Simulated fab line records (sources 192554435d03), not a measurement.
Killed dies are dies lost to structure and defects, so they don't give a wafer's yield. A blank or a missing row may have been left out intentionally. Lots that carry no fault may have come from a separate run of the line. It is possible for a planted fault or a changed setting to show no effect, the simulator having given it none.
8D (eight disciplines) problem report, filled in by code    flow n5 finfet    the parts of the form that need people (team, actions taken, sign-off) are left out

== 1. WHAT IS WRONG ==
Mean of run length s at N5_BEOL_M6_ETCH_41: 65.9 s across 3 wafers in 3 lots; on wafers with no fault it is 75.3 s (standard deviation 0.35). Measured from the usual mean, that is -27 standard deviations.
The step: etches SiCN in CH3F/O2, target depth 29.7 nm, time 52 s.
Seen first at day 12 00:26 on rie diel-01, wafer L167.1. Wafers with a number at this step in the record: 18, from 7 lots. The rule behind "out" and "out of limits": a value lying over 4 standard deviations away from the usual mean. The rest of the wafers with a number are treated as sound.

== 2. WHAT IT IS, WHAT IT ISN'T ==
question                     is                      is not
which readings at this step  run length s            drypump motor current A, oes product au, rf vpp V, showerhead plenum p Torr, throttle valve pct
which lots                   L167, L171, L173        L165, L168, L172, L174
which wafers of those lots   L167.1, L171.1, L173.4  L167.2, L171.5, L173.2
read on which tools          rie diel-01             rie diel-05, rie diel-06
when                         from day 12 00:26       up to then (7 sound wafers); but 8 sound wafers of L171, L172, L173, L174 came after

== 3. THE SUSPECTS, EACH WITH WHAT RULES IT OUT ==
Counting: if a tool at a process step up to the reading ran every lot that is out, it stays a suspect. Sound lots after the first of them don't rule it out here, since some wafers of a struck lot are sound.
- rie diel-01 at N5_BEOL_M6_DESCUM_33 (chemistry O2, time 7 s): kept. Every lot that is out went through it, the first being L167 (day 12 00:07); the last sound lot it ran before that was L168 (day 11 04:29).
- rie diel-01 at N5_BEOL_M6_ETCH_72 (etches underlayer in N2/H2, target depth 6.5 nm, time 5.2 s): kept. Every lot that is out went through it, the first being L167 (day 12 00:10); the last sound lot it ran before that was L168 (day 11 04:31).
- rie diel-01 at N5_BEOL_M6_ETCH_65 (etches SiARC in CF4, target depth 15.6 nm, time 26 s): kept. Every lot that is out went through it, the first being L167 (day 12 00:11); the last sound lot it ran before that was L168 (day 11 04:32).
- rie diel-01 at N5_BEOL_M6_TRENCH_ETCH_37 (etches SiCOH lowk in C4F6/O2, target depth 94.435 nm, time 31.5 s): kept. Every lot that is out went through it, the first being L167 (day 12 00:26); the last sound lot it ran before that was L168 (day 11 04:47). With no start given for some of its lots, N5_BEOL_M6_TRENCH_ETCH_37 uses the hours and lot order of N5_BEOL_M6_ETCH_41.
- rie diel-01 at N5_BEOL_M6_ETCH_41 (etches SiCN in CH3F/O2, target depth 29.7 nm, time 52 s): kept. Every lot that is out went through it, the first being L167 (day 12 00:26); the last sound lot it ran before that was L168 (day 11 04:47). Its own run length s readings are out on those wafers.
Left after counting: rie diel-01 at N5_BEOL_M6_DESCUM_33, rie diel-01 at N5_BEOL_M6_ETCH_72, rie diel-01 at N5_BEOL_M6_ETCH_65, rie diel-01 at N5_BEOL_M6_TRENCH_ETCH_37, rie diel-01 at N5_BEOL_M6_ETCH_41.

== 4. THE CAUSE (what the simulator had put in) ==
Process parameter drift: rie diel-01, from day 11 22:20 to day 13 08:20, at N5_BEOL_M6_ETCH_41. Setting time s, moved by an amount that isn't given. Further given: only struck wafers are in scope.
5 suspects survive the count, and this tool is in that group.

== 5. THE CHAIN OF EFFECTS, in route order ==
One row per reading whose mean, taken over the struck wafers that have a number, lies over 3 standard deviations from the usual. Scope: only readings with a usual standard deviation given in the record; hours: median across lots of the time from each lot's start at the first step in this table that gives one to its start at this step; sigmas: change in usual standard deviations.
hours  step                reading       usual   on struck wafers  change  sigmas
0      N5_BEOL_M6_ETCH_41  run length s  75.3 s  65.9              -9.4    -27
Its process steps:
- N5_BEOL_M6_ETCH_41: etches SiCN in CH3F/O2, target depth 29.7 nm, time 52 s.

== 6. HOW IT WOULD HAVE BEEN CAUGHT EARLIER ==
The fault began at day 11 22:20; the first out-of-limits reading in this record came at day 12 00:26, 2 hours later.
